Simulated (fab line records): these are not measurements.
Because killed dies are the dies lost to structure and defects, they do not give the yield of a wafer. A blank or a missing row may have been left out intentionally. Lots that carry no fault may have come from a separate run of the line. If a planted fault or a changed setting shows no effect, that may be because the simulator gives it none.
Struck lot and sound lot, side by side	flow nandHarc	15 out of 1302 route steps
Sound: these wafers, L793.2, L793.3, L793.5. Struck: wafer L784.1 (left out: L784.4, a lot-mate that was not struck); the cause follows at the end.
For every step that has rows: the tool of each side, followed by ch and its chambers, followed by its first start. Under that, the readings that differ: sound wafers	struck wafers	difference of the means	sigmas: that difference in standard deviations of wafers without a fault.
alike: same words and numbers on both sides, and readings whose means sit less than 2 such deviations apart. not compared: any withheld reading, any reading some wafer has no value for, any bound like >300 that may hide the same value, and any number with overlapping values for which the record gives no deviation.
Wherever a step has rows on one side only, a row that says differs or no value, or a row with sigmas, the two part there. Non-overlapping numbers with no deviation appear without sigmas and do not part them. A reading that every wafer of one side lacks parts them only if that side has two wafers or more.

first, 6 steps without rows for these wafers: NHARC_A_DECK1_JOINT_CVD_34 (deposits SiNx, target thk 20 nm); NHARC_A_DECK1_JOINT_DEP_06 (deposits SiOx, target thk 80 nm); NHARC_A_DECK1_JOINT_CURE_26 (time 32 s); NHARC_A_DECK1_JOINT_ANNEAL_27 (time 3600 s); NHARC_A_DECK1_JOINT_ANNEAL_28 (time 1800 s); NHARC_A_DECK1_JOINT_ANNEAL_29 (time 1800 s).
NHARC_A_DECK1_JOINT_CMP_02: polishes SiOx.
  sound on cmp-04 ch 0,1,3, day 20 05:38; struck on cmp-04 ch 2, day 16 02:19
  alike: motorCurrentA, retainingRingPressureFrac
following that, these wafers have no rows for 1 step: NHARC_A_DECK1_JOINT_SRD_15.
NHARC_A_DECK1_JOINT_DEP_16: deposits SiO2, target thk 45 nm.
  sound on pecvd-03 ch 0,1,2, day 20 06:00; struck on pecvd-02 ch 1, day 16 02:42
  alike: heaterPowerW, throttleValvePct
NHARC_A_DECK1_JOINT_THK_MEAS_17: measures by ellipsometry.
  struck on filmMetro-02, day 16 02:59; sound on filmMetro-01, day 20 06:15
  alike: thkNm
NHARC_A_DECK1_JOINT_INSPECT_05:
  struck on defectInspect-02, day 16 03:01; sound on defectInspect-02, day 20 06:17
  alike: rawDefectCount
NHARC_A_ONON_D2_DEP_00: target thk 1000 nm.
  sound on pecvdOnon-03 ch 0, day 20 06:25; struck on pecvdOnon-03 ch 0, day 16 03:05
  alike: n2FlowSccm, n2oFlowSccm
NHARC_A_ONON_D2_THK_MEAS_02: measures by ellipsometry.
  struck on filmMetro-01, day 16 03:35; sound on filmMetro-02, day 20 06:52
reading	sound	struck	difference	sigmas
thkNm (nm)	971 972 975	1878	+905	+94
following that, 1 step holds no rows for these wafers, namely NHARC_A_ONON_D2_DEP_03 (target thickness 1000 nm).
-- jump in the record: it breaks off in module A_ONON_D2 and resumes in module END (first step shown: number 1302 of the route), and 11 days separate the struck wafers' starts before and after --
NHARC_END_SORT_01:
  the record has rows for the struck wafers here (prober-02 ch 0, day 27 14:16) and none for the sound ones

## WHERE THEY PART
First at NHARC_A_ONON_D2_THK_MEAS_02; last, within this record, at NHARC_END_SORT_01.

WHY: what had been put in by the simulator
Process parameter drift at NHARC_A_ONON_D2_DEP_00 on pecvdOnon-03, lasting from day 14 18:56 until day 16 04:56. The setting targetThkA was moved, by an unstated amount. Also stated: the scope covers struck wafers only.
